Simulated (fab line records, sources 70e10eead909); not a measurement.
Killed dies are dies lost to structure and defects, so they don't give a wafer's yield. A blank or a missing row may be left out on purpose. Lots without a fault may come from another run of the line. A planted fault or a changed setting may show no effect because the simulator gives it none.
Problem report in the 8D (eight disciplines) form, filled by code | flow nand_harc | the parts of the form that need people (team, actions taken, sign-off) are left out

1. THE PROBLEM
thk_nm at NHARC_A_ONON_D1_THK_MEAS_21 reads a mean of 960 nm on 2 wafers of 1 lot; wafers without a fault read 1001 nm with a standard deviation of 9.8. That is -4.2 standard deviations from the usual mean.
The step: measures by ellipsometry.
First seen on wafer L901.4, day 12 20:47, on film_metro-02. The record holds 39 wafers of 13 lots with a number at this step. Rule for "out", or "out of limits": more than 4 standard deviations from the usual mean. The other wafers with a number count as sound.

2. WHAT IT IS AND WHAT IT IS NOT
question                    | is                | is not
which readings at this step | thk_nm            | -
which lots                  | L901              | L889, L890, L892, L894, L902, L905, L907, L908, L909, L910, L911, L912
which wafers of those lots  | L901.4, L901.5    | L901.1
read on which gauges        | film_metro-02     | film_metro-01
when                        | from day 12 20:47 | up to then (13 sound wafers); but 24 sound wafers of L902, L905, L907, L908, L909, L910, L911, L912 came after

3. SUSPECTS, AND WHAT RULES EACH OUT
Counting: a tool at a process step up to the reading stays a suspect if it ran every lot that is out. Sound lots after the first of them don't rule it out here, since some wafers of a struck lot are sound.
- the gauge at NHARC_A_ONON_D1_THK_MEAS_21: kept. All the wafers that are out were read on film_metro-02, and no step on other tools shows them out.
- pecvd_onon-01 at NHARC_A_ONON_D1_DEP_19 (target thk 1000 nm): kept. It ran the lot that is out, L901 (day 12 20:16); its last sound lot up to then is L894 (day 10 01:23).
Left after counting: pecvd_onon-01 at NHARC_A_ONON_D1_DEP_19, film_metro-02 at NHARC_A_ONON_D1_THK_MEAS_21.

4. THE CAUSE (what the simulator had put in)
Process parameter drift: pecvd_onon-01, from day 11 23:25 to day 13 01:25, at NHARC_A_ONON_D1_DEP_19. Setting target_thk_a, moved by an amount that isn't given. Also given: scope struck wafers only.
Counting left 2 suspects, and this tool is among them.

5. THE CHAIN OF EFFECTS, in route order
Each row: a reading whose mean over the struck wafers that have a number lies more than 3 standard deviations from the usual. Only readings for which the record gives a usual standard deviation are gone through. hours: the time from each lot's start at the first step in this table that gives one to its start at this step, as a median over the lots. sigmas: the change in usual standard deviations.
hours | step                        | reading | usual   | on struck wafers | change | sigmas
0     | NHARC_A_ONON_D1_THK_MEAS_21 | thk_nm  | 1001 nm | 960              | -42    | -4.2

6. WHAT WOULD HAVE CAUGHT IT SOONER
In this record the first reading out of limits at a measuring or inspecting step was taken at day 12 20:47, 21 hours after the fault began at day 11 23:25.
Of the tool readings at NHARC_A_ONON_D1_DEP_19 for which the record gives a usual standard deviation, none was out on any struck wafer, so an alarm limit of 4 standard deviations on them would not have fired.
All the lots that are out (1) had begun NHARC_A_ONON_D1_DEP_19 on pecvd_onon-01 by day 12 20:47. A hold on the tool at that time would have spared none of them.
